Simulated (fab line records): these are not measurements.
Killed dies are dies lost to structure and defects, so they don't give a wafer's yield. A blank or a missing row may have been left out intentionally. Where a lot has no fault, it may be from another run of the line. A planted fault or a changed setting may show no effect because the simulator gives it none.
fab line records + flow n5Finfet
[record]
- lots = 12
- wafers = 35
- lastDay = 17
route steps=1938 shown BEOL_M5@1184 TV_LITHO@1883 PAD_METAL@1893 PASSIVATION@1916
lots untouched by any fault: they come from a run of this same line in which no faults occurred
startH: hours from the record's first day to the start of the lot's first wafer shown + waitH: how many hours have passed since the lot's step before this one + " repeats the value in the row above + L1.1+2: a row that stands for several wafers + - value missing, or start not given + * or withheld: withheld + < > ~ a bound
route shown NAME@n: names a module that has steps shown in the file, with the first one's number in the route + usual: the fault-free wafers' mean and standard deviation + same: alike in all rows + chamber/n: place in a boat + sites: each site's reading + _std_site: standard deviation of those values + _edge_site: outer sites' mean less inner sites' + radiusMm: how far each site lies from the wafer's centre + mask NAME#n: copy n + behind: the last tool/chamber to shape the wafer + hold: cause of the lot's hold/its duration in hours/its outcome + device: names the non-switching transistor (n, p or np) + end of line: at the end of the route, the tests of the same wafers + where a step has no rows: the recipe by itself + killed: at the first sort, the dies lost to defects and structure; wafer yield is something else + map: a wafer's dies, marking killed ones x, the rest . and places with no die _
set.NAME: setting as actually run; set.NAME@STEP: the setting as run at that earlier step + model.NAME: the simulator's own value behind a step, which no gauge read
a sample of lots followed through the steps of the route, with each step as a table and each wafer as a row
services: the hour from which a tool's chamber was out of use, counted from the record's first day as startH (under 0 if before that day), plus the number of hours and why
[[steps]]
[step N5_BEOL_M5_ECD_50]
[recipe]
- material = Cu
- targetThkA = 3000
| lot.wafer  | tool     | chamber | startH | waitH |
|------------|----------|---------|--------|-------|
| L353.3+4+5 | ecdCu-01 | 0,1,0   | 170.84 | 0.1   |
| L354.2+4+6 | ecdCu-02 | 0,1,0   | 178.91 | 0.1   |
| L356.1+2+5 | ecdCu-01 | 0,1,0   | 187.86 | 0.1   |
| L355.2+5+6 | ecdCu-02 | 0,0,1   | 189.60 | 0.1   |
| L357.1+2+6 | ecdCu-01 | 1,0,1   | 191.95 | 0.1   |
| L359.1+3+5 | ecdCu-01 | 1,1,0   | 198.71 | 0.1   |
| L358.4+5   | ecdCu-02 | 1,0     | 207.17 | 0.1   |
| L360.2+4+6 | ecdCu-02 | 0       | 219.50 | 0.1   |
| L363.2+3+6 | ecdCu-01 | 0,1,1   | 239.46 | 0.1   |
| L370.4+5+6 | ecdCu-01 | 1,1,0   | 275.05 | 0.1   |
| L371.2+3+5 | ecdCu-01 | 1       | 289.99 | 0.1   |
| L376.1+2+6 | ecdCu-02 | 0,1,0   | 316.70 | 0.1   |
[step N5_PASSIVATION_CD_MEAS_10]
[recipe]
- targetCdNm = 3000
- landingEnergyEv = 500
- detector = seInlens
[usual]
- cdNm = 3001.7/2.5
| lot.wafer | tool     | chamber | startH | waitH | cdNm   |
|-----------|----------|---------|--------|-------|--------|
| L353.3    | cdSem-01 | 0       | 254.03 | -     | 2998.9 |
| L353.4    | "        | 0       | "      | "     | 3000.8 |
| L353.5    | "        | 0       | "      | "     | 2999.3 |
| L354.2    | cdSem-01 | 0       | 261.36 | -     | 2998.0 |
| L354.4    | "        | 0       | "      | "     | 2999.1 |
| L354.6    | "        | 0       | "      | "     | 3003.9 |
| L356.1    | cdSem-02 | 0       | 261.39 | -     | 3001.1 |
| L356.2    | "        | 0       | "      | "     | 3002.4 |
| L356.5    | "        | 0       | "      | "     | 3001.6 |
| L357.1    | cdSem-02 | 0       | 274.93 | -     | 2998.0 |
| L357.2    | "        | 0       | "      | "     | 3004.2 |
| L357.6    | "        | 0       | "      | "     | 2996.8 |
| L355.2    | cdSem-02 | 0       | 276.14 | -     | 3000.3 |
| L355.5    | "        | 0       | "      | "     | 3004.4 |
| L355.6    | "        | 0       | "      | "     | 3004.6 |
| L359.1    | cdSem-01 | 0       | 284.74 | -     | 3004.7 |
| L359.3    | "        | 0       | "      | "     | 3003.5 |
| L359.5    | "        | 0       | "      | "     | 3001.4 |
| L358.4    | cdSem-01 | 0       | 287.29 | -     | 2999.1 |
| L358.5    | "        | 0       | "      | "     | 3002.3 |
| L360.2    | cdSem-03 | 0       | 306.68 | -     | 2997.6 |
| L360.4    | "        | 0       | "      | "     | 2999.8 |
| L360.6    | "        | 0       | "      | "     | 2998.9 |
| L363.2    | cdSem-01 | 0       | 313.65 | -     | 3002.4 |
| L363.3    | "        | 0       | "      | "     | 2999.6 |
| L363.6    | "        | 0       | "      | "     | 2999.2 |
| L370.4    | cdSem-01 | 0       | 355.76 | -     | 3004.4 |
| L370.5    | "        | 0       | "      | "     | 3000.2 |
| L370.6    | "        | 0       | "      | "     | 3004.6 |
| L371.2    | cdSem-01 | 0       | 376.58 | -     | 3003.7 |
| L371.3    | "        | 0       | "      | "     | 3002.6 |
| L371.5    | "        | 0       | "      | "     | 3001.1 |
| L376.1    | cdSem-03 | 0       | 397.64 | -     | 3003.1 |
| L376.2    | "        | 0       | "      | "     | 3004.6 |
| L376.6    | "        | 0       | "      | "     | 3002.9 |
[step N5_PASSIVATION_DEGAS_18]
[recipe]
- ambient = vacuum
- tempC = 300
- timeS = 60
[usual]
- heaterPowerW = 456/42
- susceptorTempC = 299.99/0.19
[same]
- timeS = 60
| lot.wafer | tool          | chamber | startH | waitH | heaterPowerW | susceptorTempC |
|-----------|---------------|---------|--------|-------|--------------|----------------|
| L353.3    | pvdSputter-02 | -       | 255.16 | 0.5   | 398          | 299.86         |
| L353.4    | "             | -       | "      | "     | 434          | 300.06         |
| L353.5    | "             | -       | "      | "     | 405          | 300.07         |
| L354.2    | pvdSputter-02 | -       | 262.30 | 0.3   | 483          | 299.59         |
| L354.4    | "             | -       | "      | "     | 424          | 299.93         |
| L354.6    | "             | -       | "      | "     | 460          | 300.06         |
| L356.1    | pvdSputter-01 | -       | 262.44 | 0.4   | 437          | 300.03         |
| L356.2    | "             | -       | "      | "     | 537          | 300.04         |
| L356.5    | "             | -       | "      | "     | 424          | 299.87         |
| L357.1    | pvdSputter-02 | -       | 276.03 | 0.5   | 467          | 300.04         |
| L357.2    | "             | -       | "      | "     | 434          | 300.06         |
| L357.6    | "             | -       | "      | "     | 466          | 300.01         |
| L355.2    | pvdSputter-03 | -       | 276.80 | 0.0   | 438          | 300.06         |
| L355.5    | "             | -       | "      | "     | 467          | 300.11         |
| L355.6    | "             | -       | "      | "     | 402          | 300.08         |
| L359.1    | pvdSputter-02 | -       | 285.58 | 0.2   | 474          | 300.00         |
| L359.3    | "             | -       | "      | "     | 443          | 299.86         |
| L359.5    | "             | -       | "      | "     | 396          | 299.70         |
| L358.4    | pvdSputter-02 | -       | 288.54 | 0.0   | 464          | 300.32         |
| L358.5    | "             | -       | "      | "     | 404          | 299.92         |
| L360.2    | pvdSputter-01 | -       | 307.61 | 0.1   | 428          | 300.14         |
| L360.4    | "             | -       | "      | "     | 508          | 299.74         |
| L360.6    | "             | -       | "      | "     | 540          | 300.09         |
| L363.2    | pvdSputter-02 | -       | 314.81 | 0.5   | 487          | 300.09         |
| L363.3    | "             | -       | "      | "     | 463          | 300.09         |
| L363.6    | "             | -       | "      | "     | 474          | 300.24         |
| L370.4    | pvdSputter-02 | -       | 357.27 | 0.9   | 394          | 300.00         |
| L370.5    | "             | -       | "      | "     | 393          | 300.08         |
| L370.6    | "             | -       | "      | "     | 458          | 300.34         |
| L371.2    | pvdSputter-01 | -       | 377.56 | 0.3   | 506          | 300.04         |
| L371.3    | "             | -       | "      | "     | 443          | 299.96         |
| L371.5    | "             | -       | "      | "     | 548          | 299.80         |
| L376.1    | pvdSputter-02 | -       | 398.65 | 0.2   | 460          | 299.81         |
| L376.2    | "             | -       | "      | "     | 484          | 299.84         |
| L376.6    | "             | -       | "      | "     | 393          | 300.10         |
[step N5_PASSIVATION_PECVD_35]
[recipe]
- material = SiNx
- targetThkA = 7000
- tempC = 400
- precursor = SiH4/NH3/N2
- pressureTorr = 4.9
- rfW = 1406
- timeS = 151.3
[usual]
- heaterPowerW = 359/120
- rfFwdPowerW = 1400/4.3
- showerheadPlenumPTorr = 8.67/0.049
- susceptorTempC = 400.01/0.23
- throttleValvePct = 29.8/2.1
[same]
- timeS = 151.3
| lot.wafer | tool     | chamber | startH | waitH | heaterPowerW | rfFwdPowerW | showerheadPlenumPTorr | susceptorTempC | throttleValvePct |
|-----------|----------|---------|--------|-------|--------------|-------------|-----------------------|----------------|------------------|
| L353.3    | pecvd-04 | 1       | 257.42 | 0.1   | 233          | 1399        | 8.58                  | 399.80         | 29.7             |
| L353.4    | "        | 2       | "      | "     | 389          | 1405        | 8.74                  | 400.32         | 27.7             |
| L353.5    | "        | 1       | "      | "     | 253          | 1399        | 8.60                  | 400.01         | 29.7             |
| L354.2    | pecvd-02 | 0       | 264.46 | 0.1   | 382          | 1397        | 8.69                  | 400.19         | 33.4             |
| L354.4    | "        | 0       | "      | "     | 414          | 1404        | 8.70                  | 400.02         | 33.5             |
| L354.6    | "        | 1       | "      | "     | 495          | 1394        | 8.65                  | 399.72         | 29.8             |
| L356.1    | pecvd-03 | 2       | 264.77 | 0.1   | 269          | 1404        | 8.74                  | 399.75         | 27.8             |
| L356.2    | "        | 0       | "      | "     | 264          | 1407        | 8.66                  | 400.36         | 29.5             |
| L356.5    | "        | 1       | "      | "     | 307          | 1404        | 8.62                  | 400.13         | 32.8             |
| L357.1    | pecvd-04 | 2       | 278.46 | 0.1   | 270          | 1396        | 8.74                  | 400.30         | 27.6             |
| L357.2    | "        | 0       | "      | "     | 538          | 1405        | 8.67                  | 400.06         | 27.2             |
| L357.6    | "        | 0       | "      | "     | 561          | 1406        | 8.66                  | 400.51         | 27.4             |
| L355.2    | pecvd-03 | 0       | 279.10 | 0.1   | 292          | 1402        | 8.67                  | 400.15         | 29.4             |
| L355.5    | "        | 1       | "      | "     | 208          | 1396        | 8.59                  | 399.88         | 32.7             |
| L355.6    | "        | 0       | "      | "     | 330          | 1402        | 8.66                  | 399.73         | 29.7             |
| L359.1    | pecvd-03 | 1       | 287.61 | 0.1   | 290          | 1395        | 8.62                  | 400.25         | 32.7             |
| L359.3    | "        | 0       | "      | "     | 335          | 1405        | 8.67                  | 400.13         | 29.1             |
| L359.5    | "        | 1       | "      | "     | 316          | 1395        | 8.62                  | 399.99         | 33.0             |
| L358.4    | pecvd-02 | 0       | 292.07 | 0.1   | 423          | 1391        | 8.70                  | 400.25         | 33.3             |
| L358.5    | "        | 1       | "      | "     | 488          | 1396        | 8.67                  | 399.83         | 30.0             |
| L360.2    | pecvd-03 | 2       | 309.57 | 0.1   | 215          | 1395        | 8.71                  | 400.17         | 27.9             |
| L360.4    | "        | 2       | "      | "     | 256          | 1398        | 8.73                  | 400.16         | 28.1             |
| L360.6    | "        | 1       | "      | "     | 321          | 1395        | 8.64                  | 400.41         | 32.7             |
| L363.2    | pecvd-04 | 0       | 316.81 | 0.1   | 485          | 1396        | 8.67                  | 399.73         | 27.4             |
| L363.3    | "        | 2       | "      | "     | 345          | 1400        | 8.75                  | 399.81         | 27.9             |
| L363.6    | "        | 2       | "      | "     | 371          | 1408        | 8.70                  | 399.85         | 27.3             |
| L370.4    | pecvd-03 | 1       | 359.59 | 0.1   | 283          | 1399        | 8.61                  | 399.74         | 32.8             |
| L370.5    | "        | 2       | "      | "     | 269          | 1402        | 8.72                  | 399.92         | 28.3             |
| L370.6    | "        | 1       | "      | "     | 306          | 1400        | 8.58                  | 399.93         | 32.6             |
| L371.2    | pecvd-04 | 2       | 379.52 | 0.1   | 345          | 1405        | 8.72                  | 400.08         | 27.7             |
| L371.3    | "        | 0       | "      | "     | 550          | 1396        | 8.66                  | 399.93         | 27.1             |
| L371.5    | "        | 0       | "      | "     | 609          | 1401        | 8.66                  | 400.00         | 27.0             |
| L376.1    | pecvd-02 | 0       | 400.99 | 0.1   | 403          | 1397        | 8.68                  | 400.15         | 33.6             |
| L376.2    | "        | 2       | "      | "     | 436          | 1404        | 8.71                  | 399.98         | 30.7             |
| L376.6    | "        | 2       | "      | "     | 509          | 1402        | 8.69                  | 399.83         | 31.2             |
[step N5_PASSIVATION_PROBE_49]
[usual]
- defectLimitedYield = 91.1/1.5
- killed_at_M0_to_M3 = 35/11
- killed_at_M4_up = 13/5.7
- killedAtContacts = 12/5.7
- killedAtFrontEnd = 40/11
- killedAtOther = 4/4.4
- killedDies = 105/18
- killedOnRim = 14/3.9
- killedOpen = 68/14
- killedShort = 34/7.4
- sort_bin_5_function = 5.2/1
- sort_bin_6_memory = 3.3/0.67
- sort_bin_8_speed = 0.04/0.29
- sortNPass = 1074/18
- sortYieldPct = 91.0/1.5
[same]
- grossDies = 1180
- killedAtBackSide = 0
- sort_bin_4_leakage[%] = 0
| lot.wafer | tool      | chamber | startH | waitH | defectLimitedYield[%] | killed_at_M0_to_M3 | killed_at_M4_up | killedAtContacts | killedAtFrontEnd | killedAtOther | killedDies | killedOnRim | killedOpen | killedShort | sort_bin_5_function[%] | sort_bin_6_memory[%] | sort_bin_8_speed[%] | sortNPass | sortYieldPct[%] |
|-----------|-----------|---------|--------|-------|-----------------------|--------------------|-----------------|------------------|------------------|---------------|------------|-------------|------------|-------------|------------------------|----------------------|---------------------|-----------|-----------------|
| L370.4    | prober-02 | -       | 363.79 | 0.6   | 37.8                  | 24                 | 683             | 4                | 16               | 7             | 734        | 103         | 28         | 22          | 40.8                   | 16.4                 | 0.51                | 440       | 37.3            |
| L370.5    | prober-02 | -       | 363.84 | 0.7   | 39.7                  | 20                 | 656             | 13               | 22               | 1             | 712        | 93          | 38         | 20          | 37.9                   | 17.6                 | 0                   | 468       | 39.7            |
| L370.6    | prober-02 | -       | 363.89 | 0.7   | 36.7                  | 34                 | 669             | 6                | 18               | 20            | 747        | 92          | 37         | 27          | 41.5                   | 17.5                 | 0                   | 433       | 36.7            |
| L371.2    | prober-01 | -       | 383.15 | 0.1   | 38.4                  | 16                 | 661             | 19               | 30               | 1             | 727        | 99          | 55         | 21          | 40.9                   | 16.4                 | 0                   | 453       | 38.4            |
| L371.3    | prober-01 | -       | 383.20 | 0.1   | 35.9                  | 17                 | 711             | 4                | 23               | 1             | 756        | 90          | 39         | 19          | 42.6                   | 16.7                 | 0                   | 424       | 35.9            |
| L371.5    | prober-01 | -       | 383.30 | 0.2   | 38.6                  | 14                 | 675             | 5                | 30               | 1             | 725        | 103         | 32         | 22          | 39.5                   | 17.1                 | 0                   | 455       | 38.6            |
// killed by level:class
L370.4 BEOL_M5:unspecified=678 BEOL_M0_SAQP:geometricParticle:open=8 BEOL_M0_SAQP:geometricParticle:short=6 FIN_SAQP:geometricParticle:short=5 BEOL_M2:geometricParticle:open=4 MIM_TOP_ETCH:areaEtch=4 GATE_CUT:geometricParticle:short=3 MOL_CONTACT_COAG:geometricParticle:open=3
L370.5 BEOL_M5:unspecified=654 MOL_CONTACT_COAG:geometricParticle:open=11 BEOL_M0_SAQP:geometricParticle:open=7 DUMMY_GATE:geometricParticle:open=5 BEOL_M0_SAQP:geometricParticle:short=4 BEOL_M1:geometricParticle:open=4 FIN_CUT:geometricParticle:short=3 STI_FIN_REVEAL:geometricParticle:open=3
L370.6 BEOL_M5:unspecified=663 PASSIVATION:areaEtch=15 BEOL_M0_SAQP:geometricParticle:short=13 BEOL_M0_SAQP:geometricParticle:open=12 MOL_CONTACT_COAG:geometricParticle:open=6 BEOL_M2:geometricParticle:open=5 ILD0:geometricParticle:short=3 FIN_SAQP:geometricParticle:open=2
L371.2 BEOL_M5:unspecified=648 MOL_CONTACT_COAG:geometricParticle:open=16 FIN_SAQP:geometricParticle:open=7 BEOL_M4:geometricParticle:open=7 FIN_SAQP:geometricParticle:short=6 BEOL_M0_SAQP:geometricParticle:short=5 STI_FIN_REVEAL:geometricParticle:open=4 ILD0:geometricParticle:open=4
L371.3 BEOL_M5:unspecified=698 BEOL_M0_SAQP:geometricParticle:open=6 FIN_SAQP:geometricParticle:open=5 STARTING-WAFER:geometricParticle:open=5 FIN_SAQP:geometricParticle:short=4 BEOL_M2:geometricParticle:open=4 BEOL_M4:geometricParticle:open=4 BEOL_M5:geometricParticle:open=4
L371.5 BEOL_M5:unspecified=669 FIN_SAQP:geometricParticle:short=5 FIN_SAQP:geometricParticle:open=5 STI_FIN_REVEAL:geometricParticle:open=5 BEOL_M0_SAQP:geometricParticle:short=5 BEOL_M2:geometricParticle:open=4 MOL_CONTACT_COAG:geometricParticle:open=4 BEOL_M4:geometricParticle:open=3
[[services]]
| tool          | chamber | startH | hours | kind                         |
|---------------|---------|--------|-------|------------------------------|
| pvdSputter-02 | -       | 177.09 | 4.0   | repair                       |
| pecvd-04      | -       | 191.31 | 14.0  | repair                       |
| pecvd-03      | -       | 192.42 | 28.1  | pm                           |
| pecvd-04      | 1       | 211.99 | 6.6   | repair                       |
| ecdCu-02      | -       | 215.58 | 2.2   | repair                       |
| pecvd-02      | -       | 217.23 | 0.5   | repair                       |
| pecvd-03      | 0       | 225.35 | 14.4  | repair                       |
| pecvd-04      | -       | 234.31 | 0.6   | repair                       |
| pecvd-03      | 1       | 237.13 | 6.8   | repair                       |
| pecvd-03      | 0       | 268.45 | 2.1   | scheduledDown                |
| ecdCu-02      | -       | 272.62 | 4.4   | pm                           |
| pecvd-02      | 0       | 284.96 | 2.1   | scheduledDown                |
| ecdCu-01      | -       | 305.05 | 3.3   | repair                       |
| pecvd-02      | -       | 322.09 | 5.5   | pm                           |
| ecdCu-02      | -       | 322.89 | 4.8   | repair                       |
| pecvd-02      | -       | 333.66 | 1.2   | repair                       |
| ecdCu-01      | -       | 349.68 | 5.8   | pm                           |
| ecdCu-02      | -       | 356.93 | 2.4   | repair                       |
| pecvd-03      | 0       | 359.27 | 7.5   | repair                       |
| pvdSputter-03 | -       | 366.40 | 10.0  | repair                       |
| pecvd-02      | 1       | 383.67 | -     | clean                        |
| pecvd-02      | 1       | 383.67 | -     | consumableReplace:showerhead |
[[key]]
[firstSign]
- step = N5_PASSIVATION_PROBE_49
- reading = killed_at_M4_up
- direction = up
- sigmas = 99+
- usual = 13
- struck = 676
[effect]
- step = N5_PASSIVATION_PROBE_49
- reading = defectLimitedYield
- direction = down
- sigmas = 36
- usual = 91.1
- struck = 37.8
[moreKillsBornAt]
- N5_BEOL_M5_ECD_50@ecdCu-01 = 4010
metAt N5_BEOL_M5_ECD_50
struckLots L370,L371
[baselineLoss]
- step = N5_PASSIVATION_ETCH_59
- wafers = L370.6
notActingAt N5_PASSIVATION_CD_MEAS_10,N5_PASSIVATION_DEGAS_18,N5_PASSIVATION_PECVD_35
onsetBetween 239.46 275.05
[fault]
- kind = chamberParticleSource
- tool = ecdCu-01
- chamber = -
- onsetH = 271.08
- steps = N5_BEOL_M5_ECD_50
- ratePerVisitCm2 = 1.6462
- endH = 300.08
// baselineLoss: these wafers lose ten dies or more at that step, a loss of the line's own and not of a fault; the sort's usual values leave them out
